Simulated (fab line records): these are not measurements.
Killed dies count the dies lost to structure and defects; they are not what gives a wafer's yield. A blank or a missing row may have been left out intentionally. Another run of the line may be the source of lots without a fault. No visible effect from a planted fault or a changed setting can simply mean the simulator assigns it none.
fab line records || flow n5-finfet
record: {"lots": 5, "wafers": 15, "last-day": 17}
route steps=1938 shown SD_EPI_P@319 SD_ACTIVATION@330 ILD0@335 SDB@347 BEOL_M4@1111
lots that met no fault: taken from a fault-free run of the same line
start-h: hours from the record's opening day to when the first of the lot's shown wafers began || wait-h: hours from the lot's prior step to this one || " repeats the value in the row above || L1.1+2: a single row standing in for several wafers || - no value present, or no start provided || * or withheld: withheld || < > ~ a bound
route shown NAME@n: NAME is a module with steps in the file, n the number in the route of the first one || usual: mean and standard deviation over wafers with no fault || same: alike in all rows || chamber/n: place in a boat || sites: readings site by site || _std_site: how widely they spread, as a standard deviation || _edge_site: inner sites' mean taken away from outer sites' mean || radius-mm: for every site, how far away it sits from the centre of the wafer || mask NAME#n: copy n || behind: tool/chamber where the wafer was last shaped || hold: reason for holding the lot/hours on hold/outcome of the hold || device: the transistor (n, p or np) that didn't switch || end of line: tests of these same wafers at the route's end || for a step that has no rows: nothing shown but its recipe || killed: at the first sort, the dies lost to defects and structure; wafer yield is something else || map: dies across one wafer; x = killed, . = not, _ = none there
set.NAME: the setting the step ran with; set.NAME@STEP: the setting that earlier step ran with || model.NAME: the simulator's own value behind a step, which no gauge read
lots at some steps of the route; a table a step, a row a wafer
services: from which hour (start-h, from the record's first day; less than 0 if before it) a tool's chamber was out of use, for how many hours, and why
== steps ==
step: N5_SD_EPI_P_PRECLEAN_51
recipe: {"chemistry": "NF3:NH3", "afs-cycles": 1, "temp-c": 30, "time-s": 20, "sublimation-temp-c": 180, "sublimation-time-s": 60, "pressure-torr": 3, "rf-power-w": 30}
step: N5_SD_EPI_P_VAPOR_ETCH_44
recipe: {"chemistry": "NF3/Ar", "target": "SiGe30", "temp-c": 25, "time-s": 3.3, "mode": "isotropic"}
step: N5_SD_EPI_P_EPI_21
recipe: {"material": "SiGe:B", "dopant": "B", "temp-c": 550, "pressure-torr": 20, "ambient": "H2", "time-s": 355}
step: N5_SD_EPI_P_HM_STRIP_48
recipe: {"chemistry": "H3PO4", "temp-c": 160, "material": "SiNx", "target": "SiNx", "target-depth-a": 30, "overetch-fraction": 0.3}
step: N5_SD_EPI_P_SRD_49
recipe: {"dry": "ipa-marangoni", "time-s": 30, "temp-c": 23, "rinse-liquid": "diw"}
step: N5_SD_EPI_P_PRECLEAN_24
recipe: {"chemistry": "O3/DIW", "time-s": 45, "temp-c": 22, "o3-ppm": 10}
step: N5_SD_EPI_P_PRECLEAN_32
recipe: {"chemistry": "dHF", "time-s": 10, "dilution": "500:1", "temp-c": 25}
step: N5_SD_EPI_P_PRECLEAN_33
recipe: {"chemistry": "SC2", "time-s": 45, "temp-c": 35, "mix": "1:1:50"}
step: N5_SD_EPI_P_SRD_25
recipe: {"time-s": 30, "temp-c": 23, "rinse-liquid": "diw", "dry": "ipa-marangoni"}
step: N5_SD_ACTIVATION_RTA_00
recipe: {"temp-c": 975, "time-s": 0, "ambient": "N2", "idle-temp-c": 600, "ramp-up-c-per-s": 150, "ramp-down-c-per-s": 60, "cool-to-c": 600}
step: N5_SD_ACTIVATION_LSA_01
recipe: {"temp-c": 1080, "time-s": 0.0008, "ambient": "N2"}
usual: {"time-s": "0.0008/0", "wafer_temp_C_max": "1085.7/1.1"}
{"lot.wafer": "L268.2", "tool": "laser-anneal-01", "chamber": "-", "start-h": 121.02, "wait-h": 0.3, "time-s": "-", "wafer_temp_C_max": "-"}
{"lot.wafer": "L268.4", "tool": "laser-anneal-01", "chamber": "-", "start-h": 121.02, "wait-h": 0.3, "time-s": "-", "wafer_temp_C_max": "-"}
{"lot.wafer": "L268.6", "tool": "laser-anneal-01", "chamber": "-", "start-h": 121.02, "wait-h": 0.3, "time-s": "-", "wafer_temp_C_max": "-"}
{"lot.wafer": "L269.1", "tool": "laser-anneal-02", "chamber": "-", "start-h": 130.85, "wait-h": 0.3, "time-s": "-", "wafer_temp_C_max": "-"}
{"lot.wafer": "L269.3", "tool": "laser-anneal-02", "chamber": "-", "start-h": 130.85, "wait-h": 0.3, "time-s": "-", "wafer_temp_C_max": "-"}
{"lot.wafer": "L269.6", "tool": "laser-anneal-02", "chamber": "-", "start-h": 130.85, "wait-h": 0.3, "time-s": "-", "wafer_temp_C_max": "-"}
{"lot.wafer": "L270.1", "tool": "laser-anneal-01", "chamber": "-", "start-h": 137.81, "wait-h": 0.2, "time-s": "-", "wafer_temp_C_max": "-"}
{"lot.wafer": "L270.3", "tool": "laser-anneal-01", "chamber": "-", "start-h": 137.81, "wait-h": 0.2, "time-s": "-", "wafer_temp_C_max": "-"}
{"lot.wafer": "L270.5", "tool": "laser-anneal-01", "chamber": "-", "start-h": 137.81, "wait-h": 0.2, "time-s": "-", "wafer_temp_C_max": "-"}
{"lot.wafer": "L278.1", "tool": "laser-anneal-02", "chamber": 0, "start-h": 183.76, "wait-h": 0.2, "time-s": 0.0008, "wafer_temp_C_max": 1087.1}
{"lot.wafer": "L278.4", "tool": "laser-anneal-02", "chamber": 0, "start-h": 183.76, "wait-h": 0.2, "time-s": 0.0008, "wafer_temp_C_max": 1084.8}
{"lot.wafer": "L278.6", "tool": "laser-anneal-02", "chamber": 0, "start-h": 183.76, "wait-h": 0.2, "time-s": 0.0008, "wafer_temp_C_max": 1085.3}
{"lot.wafer": "L281.3", "tool": "laser-anneal-01", "chamber": 0, "start-h": 202.17, "wait-h": 0.2, "time-s": 0.0008, "wafer_temp_C_max": 1085.8}
{"lot.wafer": "L281.5", "tool": "laser-anneal-01", "chamber": 0, "start-h": 202.17, "wait-h": 0.2, "time-s": 0.0008, "wafer_temp_C_max": 1086.4}
{"lot.wafer": "L281.6", "tool": "laser-anneal-01", "chamber": 0, "start-h": 202.17, "wait-h": 0.2, "time-s": 0.0008, "wafer_temp_C_max": 1084.1}
step: N5_SD_ACTIVATION_RS_MEAS_03
recipe: {"thk-meas-gauge": "four-point-probe"}
usual: {"RS_SD_N": "22.0/0.31", "RS_SD_P": "56.5/0.82"}
{"lot.wafer": "L268.2", "tool": "film-metro-02", "chamber": "-", "start-h": 121.21, "wait-h": 0.2, "RS_SD_N[ohm/sq]": 29.8, "RS_SD_P[ohm/sq]": 59.2}
{"lot.wafer": "L268.4", "tool": "film-metro-02", "chamber": "-", "start-h": 121.21, "wait-h": 0.2, "RS_SD_N[ohm/sq]": 30.1, "RS_SD_P[ohm/sq]": 59.6}
{"lot.wafer": "L268.6", "tool": "film-metro-02", "chamber": "-", "start-h": 121.21, "wait-h": 0.2, "RS_SD_N[ohm/sq]": 29.8, "RS_SD_P[ohm/sq]": 58.7}
{"lot.wafer": "L269.1", "tool": "film-metro-02", "chamber": "-", "start-h": 131.05, "wait-h": 0.2, "RS_SD_N[ohm/sq]": 29.5, "RS_SD_P[ohm/sq]": 57.9}
{"lot.wafer": "L269.3", "tool": "film-metro-02", "chamber": "-", "start-h": 131.05, "wait-h": 0.2, "RS_SD_N[ohm/sq]": 29.3, "RS_SD_P[ohm/sq]": 58.3}
{"lot.wafer": "L269.6", "tool": "film-metro-02", "chamber": "-", "start-h": 131.05, "wait-h": 0.2, "RS_SD_N[ohm/sq]": 29.5, "RS_SD_P[ohm/sq]": 59.3}
{"lot.wafer": "L270.1", "tool": "film-metro-02", "chamber": "-", "start-h": 138.01, "wait-h": 0.2, "RS_SD_N[ohm/sq]": 29.7, "RS_SD_P[ohm/sq]": 56.5}
{"lot.wafer": "L270.3", "tool": "film-metro-02", "chamber": "-", "start-h": 138.01, "wait-h": 0.2, "RS_SD_N[ohm/sq]": 30.0, "RS_SD_P[ohm/sq]": 56.1}
{"lot.wafer": "L270.5", "tool": "film-metro-02", "chamber": "-", "start-h": 138.01, "wait-h": 0.2, "RS_SD_N[ohm/sq]": 29.3, "RS_SD_P[ohm/sq]": 56.9}
{"lot.wafer": "L278.1", "tool": "film-metro-01", "chamber": "-", "start-h": 183.97, "wait-h": 0.2, "RS_SD_N[ohm/sq]": 22.0, "RS_SD_P[ohm/sq]": 55.6}
{"lot.wafer": "L278.4", "tool": "film-metro-01", "chamber": "-", "start-h": 183.97, "wait-h": 0.2, "RS_SD_N[ohm/sq]": 22.0, "RS_SD_P[ohm/sq]": 55.5}
{"lot.wafer": "L278.6", "tool": "film-metro-01", "chamber": "-", "start-h": 183.97, "wait-h": 0.2, "RS_SD_N[ohm/sq]": 21.9, "RS_SD_P[ohm/sq]": 55.7}
{"lot.wafer": "L281.3", "tool": "film-metro-01", "chamber": "-", "start-h": 202.35, "wait-h": 0.2, "RS_SD_N[ohm/sq]": 21.9, "RS_SD_P[ohm/sq]": 56.4}
{"lot.wafer": "L281.5", "tool": "film-metro-01", "chamber": "-", "start-h": 202.35, "wait-h": 0.2, "RS_SD_N[ohm/sq]": 22.0, "RS_SD_P[ohm/sq]": 57.0}
{"lot.wafer": "L281.6", "tool": "film-metro-01", "chamber": "-", "start-h": 202.35, "wait-h": 0.2, "RS_SD_N[ohm/sq]": 22.0, "RS_SD_P[ohm/sq]": 56.3}
step: N5_ILD0_LINER_00
recipe: {"material": "SiNx", "target-thk-a": 40, "temp-c": 400, "ald-precursor-family": "SiH2I2", "ald-co-reactant": "N2/H2-plasma", "pulse-time-s": 1, "purge-time-s": 2, "co-reactant-purge-time-s": 2, "ald-cycles": 80, "pressure-torr": 2}
step: N5_ILD0_FCVD_FILL_01
recipe: {"material": "SiO2_flowable", "target-thk-a": 2000, "temp-c": 100, "pressure-torr": 0.8, "rf-w": 2000, "time-s": 328.3}
step: N5_ILD0_CURE_02
recipe: {"temp-c": 450, "time-s": 1800, "ambient": "steam", "idle-temp-c": 400, "ramp-up-c-per-min": 5, "ramp-down-c-per-min": 3, "densification-p-h2o-torr": 640}
step: N5_ILD0_CMP_03
recipe: {"stop-on": "SiNx", "t-overpolish-s": 1.9, "post-cmp-clean": "alkaline-brush", "down-force-psi": 4.1491, "platen-rpm": 51.796, "pad-velocity-m-s": 1.0306, "target-thk-nm": 197.38}
step: N5_ILD0_CMP_07
recipe: {"stop-on": "poly-Si", "material": "SiO2_flowable", "t-overpolish-s": 1.18, "post-cmp-clean": "alkaline-brush", "down-force-psi": 4.1491, "platen-rpm": 51.796, "pad-velocity-m-s": 1.0306, "target-thk-nm": 138.88}
step: N5_ILD0_PRECLEAN_10
recipe: {"chemistry": "NF3:NH3", "afs-cycles": 5, "time-s": 20, "temp-c": 30, "sublimation-temp-c": 180, "sublimation-time-s": 60, "pressure-torr": 3, "rf-power-w": 30}
step: N5_ILD0_ALD_15
recipe: {"material": "SiNx", "target-thk-a": 240, "temp-c": 400, "ald-precursor-family": "SiH2I2", "ald-co-reactant": "N2/H2-plasma", "pulse-time-s": 1, "ald-cycles": 480, "purge-time-s": 2, "co-reactant-purge-time-s": 2, "pressure-torr": 2}
step: N5_ILD0_CMP_12
recipe: {"stop-on": "poly-Si", "material": "SiNx", "t-overpolish-s": 6, "post-cmp-clean": "alkaline-brush", "down-force-psi": 2.5, "platen-rpm": 51.8, "pad-velocity-m-s": 1.0307, "target-thk-nm": 17.67}
step: N5_SDB_HM_DEP_00
recipe: {"material": "SiNx", "target-thk-a": 400, "temp-c": 400, "precursor": "SiH4/NH3/N2", "pressure-torr": 1.5, "rf-w": 300, "time-s": 35.3}
step: N5_SDB_COAT_03
recipe: {"resist": "SOC", "temp-c": 250, "time-s": 60, "spin-rpm": 1500, "resist-thk-nm": 100}
step: N5_SDB_COAT_04
recipe: {"resist": "SiARC", "temp-c": 220, "time-s": 60, "spin-rpm": 1500, "resist-thk-nm": 18}
step: N5_SDB_COAT_05
recipe: {"resist": "CAR-ArF", "spin-rpm": 1500, "resist-thk-nm": 90}
step: N5_SDB_EBR_07
recipe: {"solvent": "PGMEA", "ebr-width-mm": 1.5}
step: N5_SDB_SOFTBAKE_06
recipe: {"temp-c": 110, "time-s": 60, "resist": "CAR-ArF"}
step: N5_SDB_EXPOSE_08
recipe: {"mask-id": "SDB", "na": 1.35, "source-shape": "conventional", "sigma-outer": 0.5, "polarization": "unpolarized", "dose-mj": 49.6}
step: N5_SDB_PEB_09
recipe: {"peb-temp-c": "withheld", "peb-time-s": 60, "resist": "CAR-ArF"}
step: N5_SDB_DEVELOP_10
recipe: {"develop-time-s": 30, "developer": "TMAH", "resist": "CAR-ArF", "rinse-liquid": "diw", "dry": "air-spin", "dev-temp-c": 23}
step: N5_SDB_DESCUM_16
recipe: {"chemistry": "O2", "time-s": 7.9, "source-power-w": 50, "bias-power-w": 20, "pressure-mtorr": 20, "rf-frequency-hz": 2.712e+07, "temp-c": 40, "resist": "CAR-ArF", "o2-flow-sccm": 225}
step: N5_SDB_ETCH_17
recipe: {"chemistry": "CF4", "target": "SiARC", "target-depth-a": 234, "mask-material": "CAR-ArF", "time-s": 39, "ion-energy-ev": 80, "pressure-mtorr": 40, "source-w": 545, "bias-w": 36, "Ar_flow_sccm": 100, "cf4-flow-sccm": 100, "ends": "cleared"}
step: N5_BEOL_M4_RC_MEAS_101
usual: {"DIBL_N": "36.3/1.2", "DIBL_P": "36.7/1.5", "IOFF_N": "0.164/0.02", "IOFF_P": "0.214/0.024", "ION_N": "673/8.5", "ION_P": "461/5.9", "RC_DENSE_N": "19.1/0.35", "RC_N": "15.57/0.27", "REXT_N": "75.3/1.5", "RS_SD_N": "28.5/0.36", "SS_N": "71.6/0.44", "SS_P": "73.3/0.55", "VT_N": "249.4/2.4", "VT_P": "-250.0/2.3"}
{"lot.wafer": "L268.2", "tool": "prober-01", "chamber": 0, "start-h": 230.68, "wait-h": 0.2, "DIBL_N[mV/V]": 35.0, "DIBL_P[mV/V]": 35.0, "IOFF_N[nA/um]": 0.151, "IOFF_P[nA/um]": 0.193, "ION_N[uA/um]": 652, "ION_P[uA/um]": 459, "RC_DENSE_N[ohm.um]": 25.4, "RC_N[ohm.um]": 20.51, "REXT_N[ohm.um]": 89.5, "RS_SD_N[ohm/sq]": 37.0, "SS_N[mV/dec]": 71.4, "SS_P[mV/dec]": 73.0, "VT_N[mV]": 250.5, "VT_P[mV]": -248.9}
{"lot.wafer": "L268.4", "tool": "prober-01", "chamber": 0, "start-h": 230.68, "wait-h": 0.2, "DIBL_N[mV/V]": 36.7, "DIBL_P[mV/V]": 37.0, "IOFF_N[nA/um]": 0.190, "IOFF_P[nA/um]": 0.225, "ION_N[uA/um]": 670, "ION_P[uA/um]": 461, "RC_DENSE_N[ohm.um]": 26.0, "RC_N[ohm.um]": 21.07, "REXT_N[ohm.um]": 89.1, "RS_SD_N[ohm/sq]": 37.3, "SS_N[mV/dec]": 71.9, "SS_P[mV/dec]": 73.9, "VT_N[mV]": 244.3, "VT_P[mV]": -252.2}
{"lot.wafer": "L268.6", "tool": "prober-01", "chamber": 0, "start-h": 230.68, "wait-h": 0.2, "DIBL_N[mV/V]": 36.3, "DIBL_P[mV/V]": 36.8, "IOFF_N[nA/um]": 0.181, "IOFF_P[nA/um]": 0.220, "ION_N[uA/um]": 663, "ION_P[uA/um]": 466, "RC_DENSE_N[ohm.um]": 25.9, "RC_N[ohm.um]": 20.93, "REXT_N[ohm.um]": 88.7, "RS_SD_N[ohm/sq]": 37.3, "SS_N[mV/dec]": 71.7, "SS_P[mV/dec]": 73.5, "VT_N[mV]": 246.1, "VT_P[mV]": -250.6}
{"lot.wafer": "L269.1", "tool": "prober-02", "chamber": 0, "start-h": 233.20, "wait-h": 0.0, "DIBL_N[mV/V]": 37.6, "DIBL_P[mV/V]": 38.6, "IOFF_N[nA/um]": 0.190, "IOFF_P[nA/um]": 0.257, "ION_N[uA/um]": 657, "ION_P[uA/um]": 463, "RC_DENSE_N[ohm.um]": 26.0, "RC_N[ohm.um]": 21.09, "REXT_N[ohm.um]": 89.0, "RS_SD_N[ohm/sq]": 36.8, "SS_N[mV/dec]": 71.9, "SS_P[mV/dec]": 73.9, "VT_N[mV]": 248.4, "VT_P[mV]": -245.6}
{"lot.wafer": "L269.3", "tool": "prober-02", "chamber": 0, "start-h": 233.20, "wait-h": 0.0, "DIBL_N[mV/V]": 35.2, "DIBL_P[mV/V]": 35.3, "IOFF_N[nA/um]": 0.148, "IOFF_P[nA/um]": 0.208, "ION_N[uA/um]": 656, "ION_P[uA/um]": 458, "RC_DENSE_N[ohm.um]": 26.2, "RC_N[ohm.um]": 21.33, "REXT_N[ohm.um]": 89.4, "RS_SD_N[ohm/sq]": 36.5, "SS_N[mV/dec]": 72.0, "SS_P[mV/dec]": 73.8, "VT_N[mV]": 253.3, "VT_P[mV]": -251.0}
{"lot.wafer": "L269.6", "tool": "prober-02", "chamber": 0, "start-h": 233.20, "wait-h": 0.0, "DIBL_N[mV/V]": 35.8, "DIBL_P[mV/V]": 36.1, "IOFF_N[nA/um]": 0.155, "IOFF_P[nA/um]": 0.212, "ION_N[uA/um]": 658, "ION_P[uA/um]": 461, "RC_DENSE_N[ohm.um]": 25.7, "RC_N[ohm.um]": 21.01, "REXT_N[ohm.um]": 87.9, "RS_SD_N[ohm/sq]": 37.0, "SS_N[mV/dec]": 72.1, "SS_P[mV/dec]": 74.1, "VT_N[mV]": 250.2, "VT_P[mV]": -250.0}
{"lot.wafer": "L270.1", "tool": "prober-02", "chamber": 0, "start-h": 247.75, "wait-h": 0.0, "DIBL_N[mV/V]": 37.4, "DIBL_P[mV/V]": 36.2, "IOFF_N[nA/um]": 0.161, "IOFF_P[nA/um]": 0.206, "ION_N[uA/um]": 652, "ION_P[uA/um]": 460, "RC_DENSE_N[ohm.um]": 25.9, "RC_N[ohm.um]": 21.22, "REXT_N[ohm.um]": 92.0, "RS_SD_N[ohm/sq]": 36.7, "SS_N[mV/dec]": 72.0, "SS_P[mV/dec]": 73.8, "VT_N[mV]": 248.7, "VT_P[mV]": -253.3}
{"lot.wafer": "L270.3", "tool": "prober-02", "chamber": 0, "start-h": 247.75, "wait-h": 0.0, "DIBL_N[mV/V]": 37.9, "DIBL_P[mV/V]": 36.8, "IOFF_N[nA/um]": 0.173, "IOFF_P[nA/um]": 0.221, "ION_N[uA/um]": 658, "ION_P[uA/um]": 456, "RC_DENSE_N[ohm.um]": 26.0, "RC_N[ohm.um]": 21.07, "REXT_N[ohm.um]": 92.3, "RS_SD_N[ohm/sq]": 37.0, "SS_N[mV/dec]": 71.7, "SS_P[mV/dec]": 74.3, "VT_N[mV]": 249.2, "VT_P[mV]": -247.9}
{"lot.wafer": "L270.5", "tool": "prober-02", "chamber": 0, "start-h": 247.75, "wait-h": 0.0, "DIBL_N[mV/V]": 37.6, "DIBL_P[mV/V]": 37.0, "IOFF_N[nA/um]": 0.177, "IOFF_P[nA/um]": 0.221, "ION_N[uA/um]": 656, "ION_P[uA/um]": 456, "RC_DENSE_N[ohm.um]": 25.1, "RC_N[ohm.um]": 20.51, "REXT_N[ohm.um]": 90.9, "RS_SD_N[ohm/sq]": 36.6, "SS_N[mV/dec]": 71.4, "SS_P[mV/dec]": 73.8, "VT_N[mV]": 249.7, "VT_P[mV]": -253.0}
{"lot.wafer": "L278.1", "tool": "prober-02", "chamber": 0, "start-h": 286.17, "wait-h": 0.0, "DIBL_N[mV/V]": 37.4, "DIBL_P[mV/V]": 36.7, "IOFF_N[nA/um]": 0.173, "IOFF_P[nA/um]": 0.218, "ION_N[uA/um]": 677, "ION_P[uA/um]": 464, "RC_DENSE_N[ohm.um]": 19.2, "RC_N[ohm.um]": 15.70, "REXT_N[ohm.um]": 75.2, "RS_SD_N[ohm/sq]": 28.4, "SS_N[mV/dec]": 71.2, "SS_P[mV/dec]": 72.6, "VT_N[mV]": 249.8, "VT_P[mV]": -250.0}
{"lot.wafer": "L278.4", "tool": "prober-02", "chamber": 0, "start-h": 286.17, "wait-h": 0.0, "DIBL_N[mV/V]": 36.9, "DIBL_P[mV/V]": 35.8, "IOFF_N[nA/um]": 0.159, "IOFF_P[nA/um]": 0.203, "ION_N[uA/um]": 656, "ION_P[uA/um]": 453, "RC_DENSE_N[ohm.um]": 18.7, "RC_N[ohm.um]": 15.33, "REXT_N[ohm.um]": 75.1, "RS_SD_N[ohm/sq]": 28.6, "SS_N[mV/dec]": 71.7, "SS_P[mV/dec]": 73.3, "VT_N[mV]": 250.4, "VT_P[mV]": -253.3}
{"lot.wafer": "L278.6", "tool": "prober-02", "chamber": 0, "start-h": 286.17, "wait-h": 0.0, "DIBL_N[mV/V]": 36.5, "DIBL_P[mV/V]": 35.9, "IOFF_N[nA/um]": 0.157, "IOFF_P[nA/um]": 0.211, "ION_N[uA/um]": 668, "ION_P[uA/um]": 459, "RC_DENSE_N[ohm.um]": 19.2, "RC_N[ohm.um]": 15.80, "REXT_N[ohm.um]": 75.2, "RS_SD_N[ohm/sq]": 28.4, "SS_N[mV/dec]": 71.1, "SS_P[mV/dec]": 73.2, "VT_N[mV]": 249.5, "VT_P[mV]": -249.3}
{"lot.wafer": "L281.3", "tool": "prober-02", "chamber": 0, "start-h": 307.49, "wait-h": 0.3, "DIBL_N[mV/V]": 37.3, "DIBL_P[mV/V]": 39.5, "IOFF_N[nA/um]": 0.178, "IOFF_P[nA/um]": 0.237, "ION_N[uA/um]": 679, "ION_P[uA/um]": 466, "RC_DENSE_N[ohm.um]": 19.0, "RC_N[ohm.um]": 15.53, "REXT_N[ohm.um]": 73.6, "RS_SD_N[ohm/sq]": 28.3, "SS_N[mV/dec]": 71.8, "SS_P[mV/dec]": 73.9, "VT_N[mV]": 250.1, "VT_P[mV]": -250.4}
{"lot.wafer": "L281.5", "tool": "prober-02", "chamber": 0, "start-h": 307.49, "wait-h": 0.3, "DIBL_N[mV/V]": 38.1, "DIBL_P[mV/V]": 40.5, "IOFF_N[nA/um]": 0.196, "IOFF_P[nA/um]": 0.242, "ION_N[uA/um]": 682, "ION_P[uA/um]": 467, "RC_DENSE_N[ohm.um]": 19.2, "RC_N[ohm.um]": 15.67, "REXT_N[ohm.um]": 73.0, "RS_SD_N[ohm/sq]": 28.4, "SS_N[mV/dec]": 72.0, "SS_P[mV/dec]": 74.5, "VT_N[mV]": 247.9, "VT_P[mV]": -249.3}
{"lot.wafer": "L281.6", "tool": "prober-02", "chamber": 0, "start-h": 307.49, "wait-h": 0.3, "DIBL_N[mV/V]": 36.9, "DIBL_P[mV/V]": 39.9, "IOFF_N[nA/um]": 0.183, "IOFF_P[nA/um]": 0.241, "ION_N[uA/um]": 688, "ION_P[uA/um]": 469, "RC_DENSE_N[ohm.um]": 18.5, "RC_N[ohm.um]": 15.06, "REXT_N[ohm.um]": 73.9, "RS_SD_N[ohm/sq]": 28.4, "SS_N[mV/dec]": 71.3, "SS_P[mV/dec]": 73.9, "VT_N[mV]": 247.6, "VT_P[mV]": -249.9}
== services ==
{"tool": "laser-anneal-02", "chamber": "-", "start-h": 109.27, "hours": 9.0, "kind": "pm"}
{"tool": "laser-anneal-01", "chamber": "-", "start-h": 144.41, "hours": 1.3, "kind": "pm"}
{"tool": "laser-anneal-02", "chamber": "-", "start-h": 145.71, "hours": 2.1, "kind": "pm"}
{"tool": "laser-anneal-01", "chamber": "-", "start-h": 188.85, "hours": 9.7, "kind": "repair"}
== key ==
first-sign: {"step": "N5_SD_ACTIVATION_LSA_01", "reading": "tool-record", "direction": "missing"}
effect: {"step": "N5_SD_ACTIVATION_RS_MEAS_03", "reading": "RS_SD_N", "direction": "up", "sigmas": 25, "usual": 22.0, "struck": 29.7}
effect: {"step": "N5_BEOL_M4_RC_MEAS_101", "reading": "RS_SD_N", "direction": "up", "sigmas": 24, "usual": 28.5, "struck": 36.9}
effect: {"step": "N5_BEOL_M4_RC_MEAS_101", "reading": "RC_N", "direction": "up", "sigmas": 20, "usual": 15.57, "struck": 20.97}
effect: {"step": "N5_BEOL_M4_RC_MEAS_101", "reading": "RC_DENSE_N", "direction": "up", "sigmas": 19, "usual": 19.1, "struck": 25.8}
effect: {"step": "N5_BEOL_M4_RC_MEAS_101", "reading": "REXT_N", "direction": "up", "sigmas": 10, "usual": 75.3, "struck": 89.9}
effect: {"step": "N5_BEOL_M4_RC_MEAS_101", "reading": "ION_N", "direction": "down", "sigmas": 1.8, "usual": 673, "struck": 658}
met-at N5_SD_ACTIVATION_LSA_01
struck-wafers L268.2,L268.4,L268.6,L269.1,L269.3,L269.6,L270.1,L270.3,L270.5
fault: {"kind": "skipped-step-whole", "tool": "laser-anneal-01,laser-anneal-02", "chamber": "-", "onset-h": 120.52, "steps": "N5_SD_ACTIVATION_LSA_01", "scope": "struck-lots-only"}
